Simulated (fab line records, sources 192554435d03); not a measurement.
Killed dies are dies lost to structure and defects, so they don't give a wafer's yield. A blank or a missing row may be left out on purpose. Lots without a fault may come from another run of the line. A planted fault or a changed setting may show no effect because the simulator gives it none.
fab line records | flow n5_finfet | part 2 of 2: steps 17 to 23 of 23
record lots=5 wafers=15 last_day=18
route steps=1938 shown GATE_CUT@483
lots that met no fault: from a run of the same line without faults
start_h: hours from the record's first day to the start of the lot's first wafer shown | wait_h: hours since the lot's step before | " the same as in the row above | L1.1+2: a row that stands for several wafers | - no value, or no start given | * or withheld: withheld | < > ~ a bound
route shown NAME@n: a module of which the file shows steps, and the number in the route of the first | usual: mean/standard deviation of fault-free wafers | same: alike in all rows | chamber/n: place in a boat | sites: the reading at each site | _std_site: their standard deviation | _edge_site: outer sites' mean less inner sites' | radius_mm: how far each site lies from the wafer's centre | mask NAME#n: copy n | behind: the tool/chamber that last shaped the wafer | hold: why the lot was held/for how many hours/how that ended | device: the transistor (n, p or np) that didn't switch | end of line: the same wafers' tests at the end of the route | a step without rows: its recipe alone | killed: dies lost to structure and defects at the first sort, not the wafer's yield | map: a wafer's dies, x killed, . not, _ none there
set.NAME: the setting as run; set.NAME@STEP: as run at that earlier step | model.NAME: the simulator's own value behind a step, which no gauge read
lots at some steps of the route; a table a step, a row a wafer
services: from which hour (start_h, from the record's first day; less than 0 if before it) a tool's chamber was out of use, for how many hours, and why
## steps
# step N5_GATE_CUT_ETCH_19
# recipe chemistry=CH3F/O2 target=SiNx mask_material=SiO2 target_depth_a=537 time_s=76.7 pressure_mtorr=30 source_w=395 bias_w=73 Ar_flow_sccm=150 CH3F_flow_sccm=30 O2_flow_sccm=20 ion_energy_ev=120 ends=cleared
# usual drypump_motor_current_A=5.6/0.54 etch_rf_on_time_s=76.9/0.95 mfc_ar_sccm=150.0/0.48 oes_product_au=0.67/0.068 rf_vpp_V=298/4.5 showerhead_plenum_p_Torr=2.02/0.072 throttle_valve_pct=16.45/0.23
# columns lot.wafer tool chamber start_h wait_h drypump_motor_current_A etch_rf_on_time_s mfc_ar_sccm oes_product_au rf_hours_counter_h rf_vpp_V showerhead_plenum_p_Torr throttle_valve_pct
L077.2 rie_diel-03 3 102.48 0.0 6.3 77.4 150.3 0.60 234 294 1.99 16.96
L077.3 " 0 " " 4.9 76.8 149.2 0.67 134 300 1.92 16.60
L077.5 " 1 " " 6.0 78.3 150.3 0.63 - 295 2.00 16.47
L078.1 rie_diel-03 1 113.56 0.0 6.1 77.8 149.4 0.63 136 295 2.00 16.48
L078.3 " 0 " " 4.9 77.9 150.1 0.66 136 298 1.92 16.60
L078.5 " 1 " " 6.0 78.2 149.6 0.63 - 295 2.00 16.47
L080.2 rie_diel-03 0 122.78 0.0 4.9 77.1 150.4 0.66 139 298 1.92 16.61
L080.4 " 2 " " 6.1 76.9 150.1 0.61 214 306 2.06 16.41
L080.6 " 2 " " 6.1 77.4 149.8 0.61 - 306 2.06 16.41
L085.1 rie_diel-03 2 150.78 0.0 6.2 76.3 150.1 0.61 222 305 2.06 16.44
L085.3 " 0 " " 4.9 76.8 149.6 0.67 147 299 1.92 16.62
L085.4 " 3 " " 6.3 77.7 150.5 0.58 249 294 1.99 17.00
L096.3 rie_diel-03 0 216.89 0.0 4.9 76.6 149.3 0.65 169 297 1.91 16.65
L096.4 " 1 " " 6.0 77.1 149.9 0.60 - 295 1.99 16.56
L096.6 " 0 " " 4.9 76.0 149.1 0.65 - 298 1.91 16.64
# step N5_GATE_CUT_CUT_ETCH_53
# recipe chemistry=SF6/Cl2 target=W mask_material=SiO2 target_depth_a=792 pressure_mtorr=8 icp_w=900 bias_w=80 SF6_flow_sccm=40 Cl2_flow_sccm=60 ends=cleared
# usual drypump_motor_current_A=5.7/0.59 etch_rf_on_time_s=26.69/0.29 oes_product_au=0.68/0.078 throttle_valve_pct=28.77/0.27
# columns lot.wafer tool chamber start_h wait_h drypump_motor_current_A etch_rf_on_time_s oes_product_au rf_hours_counter_h throttle_valve_pct
L077.2 rie_metal-01 0 102.59 0.1 6.2 26.80 0.69 43 28.85
L077.3 " 0 " " 6.2 26.88 0.69 - 28.85
L077.5 " 1 " " 5.6 26.31 0.84 - 29.31
L078.1 rie_metal-03 0 113.67 0.1 5.0 26.87 0.65 69 28.42
L078.3 " 1 " " 5.2 27.05 0.60 - 28.71
L078.5 " 1 " " 5.2 27.14 0.60 - 28.71
L080.2 rie_metal-02 1 122.89 0.1 6.3 26.37 0.76 26 28.58
L080.4 " 1 " " 6.3 26.36 0.76 - 28.60
L080.6 " 0 " " 6.4 26.53 0.64 - 28.93
L085.1 rie_metal-03 1 150.89 0.1 5.2 27.23 0.59 95 28.71
L085.3 " 0 " " 5.0 26.64 0.64 - 28.43
L085.4 " 1 " " 5.2 26.92 0.59 - 28.72
L096.3 rie_metal-03 1 217.01 0.1 5.2 26.92 0.58 - 28.72
L096.4 " 0 " " 5.0 26.53 0.64 - 28.44
L096.6 " 0 " " 5.0 26.56 0.63 - 28.44
# step N5_GATE_CUT_CUT_ETCH_54
# recipe chemistry=Cl2/BCl3 target=TiN mask_material=SiO2 target_depth_a=967 pressure_mtorr=10 icp_w=1000 bias_w=126 Cl2_flow_sccm=53.25 bcl3_flow_sccm=21.75 Ar_flow_sccm=25 ends=cleared
# usual drypump_motor_current_A=5.7/0.59 etch_rf_on_time_s=37.3/0.4 mfc_ar_sccm=25.00/0.077 oes_product_au=0.68/0.078 throttle_valve_pct=22.18/0.19
# columns lot.wafer tool chamber start_h wait_h drypump_motor_current_A etch_rf_on_time_s mfc_ar_sccm oes_product_au rf_hours_counter_h throttle_valve_pct
L077.2 rie_metal-01 0 102.65 0.0 6.2 37.1 25.06 0.70 43 22.21
L077.3 " 0 " " 6.2 37.6 25.14 0.69 - 22.21
L077.5 " 1 " " 5.6 36.4 24.96 0.85 - 22.44
L078.1 rie_metal-03 0 113.73 0.0 5.0 37.3 24.86 0.65 69 21.96
L078.3 " 1 " " 5.2 37.6 25.07 0.60 - 22.20
L078.5 " 1 " " 5.2 37.4 24.98 0.60 - 22.19
L080.2 rie_metal-02 1 122.95 0.0 6.3 37.1 25.08 0.75 26 21.91
L080.4 " 1 " " 6.3 37.2 25.06 0.76 - 21.91
L080.6 " 0 " " 6.4 37.5 25.00 0.64 - 22.39
L085.1 rie_metal-03 1 150.95 0.0 5.2 37.9 24.98 0.59 95 22.17
L085.3 " 0 " " 4.9 37.3 24.96 0.65 - 21.98
L085.4 " 1 " " 5.2 37.9 24.92 0.59 - 22.21
L096.3 rie_metal-03 1 217.07 0.0 5.2 38.0 25.03 0.58 - 22.21
L096.4 " 0 " " 5.0 37.5 24.99 0.63 - 22.01
L096.6 " 0 " " 5.0 37.5 25.04 0.63 - 21.99
# step N5_GATE_CUT_CUT_ETCH_55
# recipe chemistry=BCl3 target=HfO2 mask_material=SiO2 target_depth_a=32 ion_energy_ev=30 pressure_mtorr=5 icp_w=450 bias_w=18 bcl3_flow_sccm=80
# usual drypump_motor_current_A=5.7/0.59 oes_product_au=0.76/0.086 throttle_valve_pct=32.9/0.39
# columns lot.wafer tool chamber start_h wait_h drypump_motor_current_A oes_product_au rf_hours_counter_h throttle_valve_pct
L077.2 rie_metal-01 0 102.71 0.0 6.2 0.77 43 32.6
L077.3 " 0 " " 6.2 0.77 - 32.7
L077.5 " 1 " " 5.6 0.93 - 33.3
L078.1 rie_metal-03 0 113.79 0.0 4.9 0.73 69 32.2
L078.3 " 1 " " 5.2 0.67 - 32.9
L078.5 " 1 " " 5.2 0.67 - 33.0
L080.2 rie_metal-02 1 123.01 0.0 6.3 0.85 26 32.9
L080.4 " 1 " " 6.3 0.86 - 32.9
L080.6 " 0 " " 6.5 0.72 - 33.4
L085.1 rie_metal-03 1 151.01 0.0 5.2 0.66 95 33.0
L085.3 " 0 " " 5.0 0.71 - 32.3
L085.4 " 1 " " 5.2 0.66 - 33.0
L096.3 rie_metal-03 1 217.12 0.0 5.2 0.66 - 33.0
L096.4 " 0 " " 5.0 0.70 - 32.2
L096.6 " 0 " " 5.0 0.71 - 32.2
# step N5_GATE_CUT_ETCH_47
# recipe chemistry=Cl2/BCl3 target=SiO2 target_depth_a=100 pressure_mtorr=10 icp_w=1000 bias_w=126 Cl2_flow_sccm=53.25 bcl3_flow_sccm=21.75 Ar_flow_sccm=25
# usual drypump_motor_current_A=5.7/0.59 mfc_ar_sccm=24.99/0.069 oes_product_au=0.76/0.085 throttle_valve_pct=22.70/0.19
# columns lot.wafer tool chamber start_h wait_h drypump_motor_current_A mfc_ar_sccm oes_product_au rf_hours_counter_h throttle_valve_pct
L077.2 rie_metal-01 0 102.74 0.0 6.2 24.82 0.76 43 22.75
L077.3 " 0 " " 6.2 25.04 0.76 - 22.74
L077.5 " 1 " " 5.6 25.13 0.93 - 22.99
L078.1 rie_metal-03 0 113.82 0.0 5.0 24.96 0.72 69 22.47
L078.3 " 1 " " 5.2 25.03 0.67 - 22.72
L078.5 " 1 " " 5.2 25.00 0.67 - 22.71
L080.2 rie_metal-02 1 123.04 0.0 6.3 25.01 0.87 26 22.42
L080.4 " 1 " " 6.3 24.89 0.87 - 22.45
L080.6 " 0 " " 6.5 25.06 0.72 - 22.91
L085.1 rie_metal-03 1 151.04 0.0 5.2 24.99 0.67 95 22.71
L085.3 " 0 " " 5.0 24.91 0.72 - 22.51
L085.4 " 1 " " 5.2 24.91 0.67 - 22.71
L096.3 rie_metal-03 1 217.15 0.0 5.2 24.97 0.65 - 22.72
L096.4 " 0 " " 5.0 24.98 0.70 - 22.50
L096.6 " 0 " " 5.0 24.96 0.70 - 22.52
# step N5_GATE_CUT_VAPOR_ETCH_48
# recipe chemistry=BCl3/Cl2 target=TiN mode=isotropic
# usual drypump_motor_current_A=5.7/0.58 oes_product_au=0.76/0.083
# columns lot.wafer tool chamber start_h wait_h drypump_motor_current_A oes_product_au
L077.2 rie_metal-01 0 102.77 0.0 6.2 0.77
L077.3 " 0 " " 6.2 0.77
L077.5 " 1 " " 5.6 0.93
L078.1 rie_metal-03 0 113.85 0.0 5.0 0.72
L078.3 " 1 " " 5.2 0.67
L078.5 " 1 " " 5.2 0.68
L080.2 rie_metal-02 1 123.07 0.0 6.3 0.86
L080.4 " 1 " " 6.3 0.86
L080.6 " 0 " " 6.4 0.72
L085.1 rie_metal-03 1 151.07 0.0 5.2 0.67
L085.3 " 0 " " 5.0 0.72
L085.4 " 1 " " 5.2 0.66
L096.3 rie_metal-03 1 217.18 0.0 5.2 0.66
L096.4 " 0 " " 5.0 0.70
L096.6 " 0 " " 4.9 0.71
# step N5_GATE_CUT_VAPOR_ETCH_49
# recipe chemistry=BCl3/Cl2 target=TiAlC mode=isotropic
# usual drypump_motor_current_A=5.7/0.59 oes_product_au=0.76/0.082
# columns lot.wafer tool chamber start_h wait_h drypump_motor_current_A oes_product_au
L077.2 rie_metal-01 0 102.80 0.0 6.2 0.77
L077.3 " 0 " " 6.2 0.76
L077.5 " 1 " " 5.5 0.92
L078.1 rie_metal-03 0 113.88 0.0 5.0 0.73
L078.3 " 1 " " 5.2 0.67
L078.5 " 1 " " 5.2 0.67
L080.2 rie_metal-02 1 123.10 0.0 6.3 0.85
L080.4 " 1 " " 6.3 0.85
L080.6 " 0 " " 6.4 0.73
L085.1 rie_metal-03 1 151.10 0.0 5.2 0.67
L085.3 " 0 " " 5.0 0.72
L085.4 " 1 " " 5.2 0.67
L096.3 rie_metal-03 1 217.21 0.0 5.2 0.66
L096.4 " 0 " " 5.0 0.72
L096.6 " 0 " " 4.9 0.71
## services
# columns tool chamber start_h hours kind
euv_scanner-01 - 110.66 1.0 pm
euv_scanner-02 - 116.35 1.0 pm
euv_scanner-01 - 119.24 5.8 pm
euv_scanner-02 - 140.23 4.6 pm
euv_scanner-01 - 144.83 4.6 pm
rie_diel-03 3 153.55 - clean
rie_diel-03 3 153.55 - consumable_replace:focus_ring
rie_diel-03 3 153.55 24.3 scheduled_down
rie_diel-03 3 153.55 24.3 vent_cycle
rie_diel-03 0 154.99 7.7 repair
euv_scanner-01 - 166.81 1.0 pm
euv_scanner-01 - 170.05 3.4 repair
euv_scanner-02 - 173.50 1.0 pm
rie_diel-03 0 196.77 6.4 repair
euv_scanner-02 0 204.82 - calibration
rie_metal-03 - 206.56 0.5 repair
rie_diel-03 2 216.52 - clean
rie_diel-03 2 216.52 - consumable_replace:focus_ring
rie_diel-03 2 216.52 17.4 scheduled_down
rie_diel-03 2 216.52 17.4 vent_cycle
